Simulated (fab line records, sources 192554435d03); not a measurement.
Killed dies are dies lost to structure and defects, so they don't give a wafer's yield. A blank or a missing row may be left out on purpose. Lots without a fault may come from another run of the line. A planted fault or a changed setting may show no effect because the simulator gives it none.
Problem report in the 8D (eight disciplines) form, filled by code | flow n5_finfet | the parts of the form that need people (team, actions taken, sign-off) are left out

1. THE PROBLEM
exposure_dose_mJ_cm2 at N5_BEOL_M9_EXPOSE_08 reads a mean of 54.56 on 3 wafers of 1 lot; wafers without a fault read 53.74 with a standard deviation of 0.056. That is +15 standard deviations from the usual mean.
The step: exposes mask M9.
First seen on wafer L142.1, day 11 20:52, on arfi_scanner-03. The record holds 33 wafers of 11 lots with a number at this step. Rule for "out", or "out of limits": more than 4 standard deviations from the usual mean. The other wafers with a number count as sound.

2. WHAT IT IS AND WHAT IT IS NOT
question                    | is                     | is not
which readings at this step | exposure_dose_mJ_cm2   | -
which lots                  | L142                   | L134, L135, L136, L144, L145, L146, L147, L149, L150, L157
which wafers of those lots  | all that have a number | -
read on which tools         | arfi_scanner-03        | arfi_scanner-01, arfi_scanner-02
when                        | from day 11 20:52      | up to then (9 sound wafers); but 21 sound wafers of L144, L145, L146, L147, L149, L150, L157 came after

3. SUSPECTS, AND WHAT RULES EACH OUT
Counting: a tool at a process step up to the reading stays a suspect if it ran every lot that is out and no sound lot after the first of them.
- uv_cure-03 at N5_BEOL_M9_CURE_71 (cures SiCOH lowk, time 240 s): ruled out as a lasting fault. Sound lots L150 ran on it after its first lot that is out, L142 (day 11 15:17).
- arfi_scanner-03 at N5_BEOL_M9_EXPOSE_08 (exposes mask M9): kept. It ran the lot that is out, L142 (day 11 20:52), and no sound lot after that; its last sound lot up to then is L135 (day 9 17:56). Its own readings are out on those wafers: exposure_dose_mJ_cm2.
Left after counting: arfi_scanner-03 at N5_BEOL_M9_EXPOSE_08.

4. THE CAUSE (what the simulator had put in)
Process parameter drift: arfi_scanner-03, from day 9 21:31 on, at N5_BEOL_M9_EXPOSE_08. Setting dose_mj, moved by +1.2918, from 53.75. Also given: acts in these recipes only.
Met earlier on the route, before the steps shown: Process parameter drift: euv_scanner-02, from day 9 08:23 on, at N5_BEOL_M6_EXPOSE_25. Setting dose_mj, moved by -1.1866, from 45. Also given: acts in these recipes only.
Counting left only this tool.

5. THE CHAIN OF EFFECTS, in route order
Each row: a reading whose mean over the struck wafers that have a number lies more than 3 standard deviations from the usual. Only readings for which the record gives a usual standard deviation are gone through. hours: the time from each lot's start at the first step in this table that gives one to its start at this step, as a median over the lots. sigmas: the change in usual standard deviations.
hours | step                 | reading              | usual | on struck wafers | change | sigmas
0     | N5_BEOL_M9_EXPOSE_08 | exposure_dose_mJ_cm2 | 53.74 | 54.56            | +0.82  | +15
The process steps in it:
- N5_BEOL_M9_EXPOSE_08: exposes mask M9.

6. WHAT WOULD HAVE CAUGHT IT SOONER
In this record the first reading out of limits was taken at day 11 20:52, 47 hours after the fault began at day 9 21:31.
